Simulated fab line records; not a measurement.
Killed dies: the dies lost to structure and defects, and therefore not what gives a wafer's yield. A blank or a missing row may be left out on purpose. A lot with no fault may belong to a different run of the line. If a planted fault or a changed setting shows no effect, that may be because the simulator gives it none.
Which of the tools did it? / flow nandHarc / Sampling: 13 lots, 39 wafers, 5 of 1302 route steps

## WHAT THE GAUGES SHOWED, per wafer
NHARC_END_SORT_01. Usual: killedAtArray 52, standard deviation 18; killedAtOther 1.2, standard deviation 1.5; killedAtPeriphery 4, standard deviation 3.2; killedDies 57, standard deviation 17; killedOpen 3.1, standard deviation 1.9; killedShort 2.5, standard deviation 1.7.
lot=L775; measured=day 31 13:08; on=prober-01; killedAtArray=85 61 72; killedAtOther=0 0 1; killedAtPeriphery=3 1 1; killedDies=88 62 74; killedOpen=6 3 0; killedShort=2 1 4; flag=
lot=L778; measured=day 32 01:08; on=prober-01; killedAtArray=49 61 56; killedAtOther=0 0 0; killedAtPeriphery=1 0 1; killedDies=50 61 57; killedOpen=5 2 4; killedShort=0 1 1; flag=

## TOOL THAT RAN EACH LOT (tool first, then ch and the chambers of the sampled wafers, then the start)
lot=L761; NHARC_A_WL_FILL_ALD_10=aldHk-02 ch 0,2,3, day 20 11:20; NHARC_A_WL_FILL_ETCHBACK_17=rieMetal-02 ch 0,1, day 20 14:38; NHARC_A_WL_FILL_CVD_23=lpcvdPoly-03 ch 0, day 20 17:13; NHARC_A_CONTACT_DEP_24=pecvd-02 ch 0,2, day 20 21:18
lot=L762; NHARC_A_WL_FILL_ALD_10=aldHk-02 ch 1,3, day 21 03:14; NHARC_A_WL_FILL_ETCHBACK_17=rieMetal-01 ch 0,1, day 21 07:35; NHARC_A_WL_FILL_CVD_23=lpcvdPoly-03 ch 0, day 21 10:07; NHARC_A_CONTACT_DEP_24=pecvd-03 ch 1,2, day 21 14:03
lot=L765; NHARC_A_WL_FILL_ALD_10=aldHk-03 ch 0,1,3, day 21 14:59; NHARC_A_WL_FILL_ETCHBACK_17=rieMetal-02 ch 0,1, day 21 19:50; NHARC_A_WL_FILL_CVD_23=lpcvdPoly-03 ch 0, day 21 22:41; NHARC_A_CONTACT_DEP_24=pecvd-02 ch 1,2, day 22 02:25
lot=L767; NHARC_A_WL_FILL_ALD_10=aldHk-01 ch 0,2,3, day 24 01:31; NHARC_A_WL_FILL_ETCHBACK_17=rieMetal-01 ch 0,1, day 24 06:20; NHARC_A_WL_FILL_CVD_23=lpcvdPoly-03 ch 0, day 24 10:29; NHARC_A_CONTACT_DEP_24=pecvd-01 ch 0,2, day 24 14:17
lot=L770; NHARC_A_WL_FILL_ALD_10=aldHk-01 ch 0,2,3, day 24 11:25; NHARC_A_WL_FILL_ETCHBACK_17=rieMetal-03 ch 0,1, day 24 15:44; NHARC_A_WL_FILL_CVD_23=lpcvdPoly-02 ch 0, day 24 20:07; NHARC_A_CONTACT_DEP_24=pecvd-01 ch 1,2, day 24 23:52
lot=L769; NHARC_A_WL_FILL_ALD_10=aldHk-03 ch 0,1,3, day 24 13:40; NHARC_A_WL_FILL_ETCHBACK_17=rieMetal-01 ch 0,1, day 24 17:01; NHARC_A_WL_FILL_CVD_23=lpcvdPoly-02 ch 0, day 24 20:07; NHARC_A_CONTACT_DEP_24=pecvd-03 ch 0,2, day 24 23:57
lot=L775; NHARC_A_WL_FILL_ALD_10=aldHk-03 ch 0,2,3, day 26 15:58; NHARC_A_WL_FILL_ETCHBACK_17=rieMetal-02 ch 0,1, day 26 20:15; NHARC_A_WL_FILL_CVD_23=lpcvdPoly-03 ch 0, day 28 04:49; NHARC_A_CONTACT_DEP_24=pecvd-02 ch 0,1,2, day 28 08:41
lot=L778; NHARC_A_WL_FILL_ALD_10=aldHk-02 ch 1,3, day 27 03:49; NHARC_A_WL_FILL_ETCHBACK_17=rieMetal-03 ch 0,1, day 27 08:38; NHARC_A_WL_FILL_CVD_23=lpcvdPoly-03 ch 0, day 28 17:12; NHARC_A_CONTACT_DEP_24=pecvd-01 ch 0,2, day 28 21:03
lot=L777; NHARC_A_WL_FILL_ALD_10=aldHk-02 ch 0,1, day 27 14:28; NHARC_A_WL_FILL_ETCHBACK_17=rieMetal-01 ch 0,1, day 27 18:50; NHARC_A_WL_FILL_CVD_23=lpcvdPoly-01 ch 0, day 27 21:26; NHARC_A_CONTACT_DEP_24=pecvd-03 ch 1,2, day 28 01:13
lot=L781; NHARC_A_WL_FILL_ALD_10=aldHk-01 ch 0,1,2, day 29 21:19; NHARC_A_WL_FILL_ETCHBACK_17=rieMetal-01 ch 0,1, day 30 02:08; NHARC_A_WL_FILL_CVD_23=lpcvdPoly-02 ch 0, day 30 04:49; NHARC_A_CONTACT_DEP_24=pecvd-01 ch 0,2, day 30 08:36
lot=L784; NHARC_A_WL_FILL_ALD_10=aldHk-03 ch 0,2,3, day 29 23:13; NHARC_A_WL_FILL_ETCHBACK_17=rieMetal-01 ch 0,1, day 30 03:38; NHARC_A_WL_FILL_CVD_23=lpcvdPoly-02 ch 0, day 30 04:49; NHARC_A_CONTACT_DEP_24=pecvd-03 ch 0,2, day 30 08:41
lot=L783; NHARC_A_WL_FILL_ALD_10=aldHk-02 ch 1,2,3, day 29 23:57; NHARC_A_WL_FILL_ETCHBACK_17=rieMetal-02 ch 0,1, day 30 03:47; NHARC_A_WL_FILL_CVD_23=lpcvdPoly-02 ch 0, day 30 04:49; NHARC_A_CONTACT_DEP_24=pecvd-02 ch 0,1,2, day 30 08:44
lot=L782; NHARC_A_WL_FILL_ALD_10=aldHk-01 ch 0,1, day 30 03:58; NHARC_A_WL_FILL_ETCHBACK_17=rieMetal-01 ch 0,1, day 30 08:19; NHARC_A_WL_FILL_CVD_23=lpcvdPoly-02 ch 0, day 30 10:56; NHARC_A_CONTACT_DEP_24=pecvd-03 ch 0,1,2, day 30 14:52
- NHARC_A_WL_FILL_ALD_10: deposits SiO2, target thk 50 nm, pulse time 10 s, ald cycles 500.
- NHARC_A_WL_FILL_ETCHBACK_17: etches the open film in Cl2/BCl3, target depth 4 nm, time 26.7 s.
- NHARC_A_WL_FILL_CVD_23: deposits poly-Si, target thk 40 nm, time 800 s.
- NHARC_A_CONTACT_DEP_24: deposits SiO2, target thk 500 nm.

## AS READ BY THE TOOLS THEMSELVES (means over the sampled wafers that have a number; for cases with no such wafer, the mark the record gives instead)
NHARC_A_WL_FILL_ALD_10. Usual: heaterPowerW 474 W, standard deviation 37; precursorPulseHeightRel 0.998, standard deviation 0.021.
lot=L761; tool=aldHk-02; heaterPowerW (W)=466; precursorPulseHeightRel=1.007; flag=
lot=L762; tool=aldHk-02; heaterPowerW (W)=441; precursorPulseHeightRel=0.989; flag=
lot=L765; tool=aldHk-03; heaterPowerW (W)=513; precursorPulseHeightRel=1.008; flag=
lot=L767; tool=aldHk-01; heaterPowerW (W)=478; precursorPulseHeightRel=1.013; flag=
lot=L770; tool=aldHk-01; heaterPowerW (W)=483; precursorPulseHeightRel=0.987; flag=
lot=L769; tool=aldHk-03; heaterPowerW (W)=516; precursorPulseHeightRel=0.985; flag=
lot=L775; tool=aldHk-03; heaterPowerW (W)=506; precursorPulseHeightRel=1.023; flag=
lot=L778; tool=aldHk-02; heaterPowerW (W)=436; precursorPulseHeightRel=0.995; flag=
lot=L777; tool=aldHk-02; heaterPowerW (W)=483; precursorPulseHeightRel=1.007; flag=
lot=L781; tool=aldHk-01; heaterPowerW (W)=485; precursorPulseHeightRel=0.986; flag=
lot=L784; tool=aldHk-03; heaterPowerW (W)=498; precursorPulseHeightRel=1.007; flag=
lot=L783; tool=aldHk-02; heaterPowerW (W)=436; precursorPulseHeightRel=0.989; flag=
lot=L782; tool=aldHk-01; heaterPowerW (W)=490; precursorPulseHeightRel=1.005; flag=

NHARC_A_WL_FILL_ETCHBACK_17. Usual: chamberPressureMTorr 10.000 mTorr, standard deviation 0.0085; drypumpMotorCurrentA 6.02 A, standard deviation 0.29; oesProductAu 0.997 a.u., standard deviation 0.0078.
lot=L761; tool=rieMetal-02; chamberPressureMTorr (mTorr)=10.005; drypumpMotorCurrentA (A)=5.78; oesProductAu (a.u.)=0.999; flag=
lot=L762; tool=rieMetal-01; chamberPressureMTorr (mTorr)=9.998; drypumpMotorCurrentA (A)=6.23; oesProductAu (a.u.)=0.988; flag=
lot=L765; tool=rieMetal-02; chamberPressureMTorr (mTorr)=10.007; drypumpMotorCurrentA (A)=5.78; oesProductAu (a.u.)=0.994; flag=
lot=L767; tool=rieMetal-01; chamberPressureMTorr (mTorr)=10.007; drypumpMotorCurrentA (A)=6.22; oesProductAu (a.u.)=0.999; flag=
lot=L770; tool=rieMetal-03; chamberPressureMTorr (mTorr)=9.996; drypumpMotorCurrentA (A)=6.23; oesProductAu (a.u.)=0.995; flag=
lot=L769; tool=rieMetal-01; chamberPressureMTorr (mTorr)=9.999; drypumpMotorCurrentA (A)=5.98; oesProductAu (a.u.)=0.993; flag=
lot=L775; tool=rieMetal-02; chamberPressureMTorr (mTorr)=9.995; drypumpMotorCurrentA (A)=5.81; oesProductAu (a.u.)=1.008; flag=
lot=L778; tool=rieMetal-03; chamberPressureMTorr (mTorr)=10.005; drypumpMotorCurrentA (A)=6.25; oesProductAu (a.u.)=0.995; flag=
lot=L777; tool=rieMetal-01; chamberPressureMTorr (mTorr)=10.003; drypumpMotorCurrentA (A)=5.96; oesProductAu (a.u.)=0.994; flag=
lot=L781; tool=rieMetal-01; chamberPressureMTorr (mTorr)=10.004; drypumpMotorCurrentA (A)=6.21; oesProductAu (a.u.)=0.994; flag=
lot=L784; tool=rieMetal-01; chamberPressureMTorr (mTorr)=9.996; drypumpMotorCurrentA (A)=5.97; oesProductAu (a.u.)=0.991; flag=
lot=L783; tool=rieMetal-02; chamberPressureMTorr (mTorr)=9.999; drypumpMotorCurrentA (A)=5.77; oesProductAu (a.u.)=1.000; flag=
lot=L782; tool=rieMetal-01; chamberPressureMTorr (mTorr)=10.002; drypumpMotorCurrentA (A)=6.24; oesProductAu (a.u.)=0.994; flag=

NHARC_A_WL_FILL_CVD_23. Usual: spikeTcCentreC 619.5 C, standard deviation 1.5; zonePowerBottomPct 13.4 %, standard deviation 0.95.
lot=L761; tool=lpcvdPoly-03; spikeTcCentreC (C)=620.4; zonePowerBottomPct (%)=12.7; flag=
lot=L762; tool=lpcvdPoly-03; spikeTcCentreC (C)=619.9; zonePowerBottomPct (%)=12.7; flag=
lot=L765; tool=lpcvdPoly-03; spikeTcCentreC (C)=619.2; zonePowerBottomPct (%)=12.5; flag=
lot=L767; tool=lpcvdPoly-03; spikeTcCentreC (C)=620.0; zonePowerBottomPct (%)=12.6; flag=
lot=L770; tool=lpcvdPoly-02; spikeTcCentreC (C)=617.6; zonePowerBottomPct (%)=14.4; flag=
lot=L769; tool=lpcvdPoly-02; spikeTcCentreC (C)=617.6; zonePowerBottomPct (%)=14.7; flag=
lot=L775; tool=lpcvdPoly-03; spikeTcCentreC (C)=620.1; zonePowerBottomPct (%)=12.5; flag=
lot=L778; tool=lpcvdPoly-03; spikeTcCentreC (C)=620.6; zonePowerBottomPct (%)=12.7; flag=
lot=L777; tool=lpcvdPoly-01; spikeTcCentreC (C)=620.0; zonePowerBottomPct (%)=14.7; flag=
lot=L781; tool=lpcvdPoly-02; spikeTcCentreC (C)=617.8; zonePowerBottomPct (%)=14.4; flag=
lot=L784; tool=lpcvdPoly-02; spikeTcCentreC (C)=617.2; zonePowerBottomPct (%)=14.6; flag=
lot=L783; tool=lpcvdPoly-02; spikeTcCentreC (C)=617.6; zonePowerBottomPct (%)=14.5; flag=
lot=L782; tool=lpcvdPoly-02; spikeTcCentreC (C)=618.0; zonePowerBottomPct (%)=14.4; flag=

NHARC_A_CONTACT_DEP_24. Usual: heaterPowerW 514 W, standard deviation 80; throttleValvePct 16.1 %, standard deviation 0.77.
lot=L761; tool=pecvd-02; heaterPowerW (W)=599; throttleValvePct (%)=15.6; flag=
lot=L762; tool=pecvd-03; heaterPowerW (W)=450; throttleValvePct (%)=16.0; flag=
lot=L765; tool=pecvd-02; heaterPowerW (W)=514; throttleValvePct (%)=16.4; flag=
lot=L767; tool=pecvd-01; heaterPowerW (W)=573; throttleValvePct (%)=16.5; flag=
lot=L770; tool=pecvd-01; heaterPowerW (W)=501; throttleValvePct (%)=15.8; flag=
lot=L769; tool=pecvd-03; heaterPowerW (W)=490; throttleValvePct (%)=15.6; flag=
lot=L775; tool=pecvd-02; heaterPowerW (W)=534; throttleValvePct (%)=15.9; flag=
lot=L778; tool=pecvd-01; heaterPowerW (W)=494; throttleValvePct (%)=15.9; flag=
lot=L777; tool=pecvd-03; heaterPowerW (W)=468; throttleValvePct (%)=15.9; flag=
lot=L781; tool=pecvd-01; heaterPowerW (W)=480; throttleValvePct (%)=16.1; flag=
lot=L784; tool=pecvd-03; heaterPowerW (W)=439; throttleValvePct (%)=16.5; flag=
lot=L783; tool=pecvd-02; heaterPowerW (W)=551; throttleValvePct (%)=16.0; flag=
lot=L782; tool=pecvd-03; heaterPowerW (W)=475; throttleValvePct (%)=16.2; flag=

## THE ANSWER, worked out from the rows above alone
Rule: a lot counts as off when the mean over its wafers that have a number is more than 3 standard deviations away from the usual mean. Also off: a lot with no number at a reading for which 4 or more lots have one. All remaining lots with rows at the step are treated as sound. After the gauges, taken in route order, come the tools' own readings; for these a lot's mean is taken, as printed above. The first step at which some lot is off is used, and at that step the reading that is off furthest; a lot without a number counts as furthest.
No lot is off on any of the readings shown, so nothing can be concluded from this.

## WHAT THE SIMULATOR HAD PUT IN
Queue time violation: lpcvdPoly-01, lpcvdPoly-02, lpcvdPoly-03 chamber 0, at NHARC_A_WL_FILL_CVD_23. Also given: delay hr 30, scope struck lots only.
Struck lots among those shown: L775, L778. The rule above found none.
